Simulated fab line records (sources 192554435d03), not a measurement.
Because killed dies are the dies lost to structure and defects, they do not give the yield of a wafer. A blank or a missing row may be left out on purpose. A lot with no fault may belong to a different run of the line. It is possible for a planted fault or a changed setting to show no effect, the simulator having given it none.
Matching of chambers | flow n5 finfet | N5_BEOL_M13_ETCH_59 on rie diel-05: 4 sister chambers
The step etches BARC in N2/H2, target depth 89 nm, overetch 26.7 nm, time 67.9 s. 4 wafers are shown with their chamber, then 8 later ones without.

WAFERS PAIRED WITH THEIR CHAMBERS
wafer  | chamber | throttle valve pct (%)
L076.5 | 3       | 17.36
L082.1 | 0       | 17.56
L082.5 | 1       | 17.62
L085.1 | 2       | 17.73

WAFERS WITHOUT THEIR CHAMBER
wafer  | throttle valve pct (%)
L085.4 | 17.57
L085.5 | 17.62
L091.2 | 17.63
L091.4 | 17.37
L091.5 | 17.74
L092.2 | 17.76
L092.3 | 17.65
L092.4 | 17.75

CHAMBER TAKEN BY EACH
wafer  | from the rows above | in truth
L085.4 | 0                   | 0
L085.5 | 1                   | 1
L091.2 | 1                   | 1
L091.4 | 3                   | 3
L091.5 | 2                   | 2
L092.2 | 2                   | 2
L092.3 | 1                   | 1
L092.4 | 2                   | 2
Placed correctly: 8 of 8. From these rows, 0 cannot be placed. Wrongly placed: 0.
How it was worked out, from the rows above alone: a wafer's distance from a chamber is the root of the sum, over the readings, of the square of ((its reading less the chamber's mean) divided by the reading's scatter). The wafer belongs to the nearest chamber; if the next one is less than 2 further off, it can't be placed. The mean given for a chamber averages the wafers shown for that chamber. The scatter: root of mean squared gap, hidden wafer to nearest shown wafer, with one shown wafer a chamber.
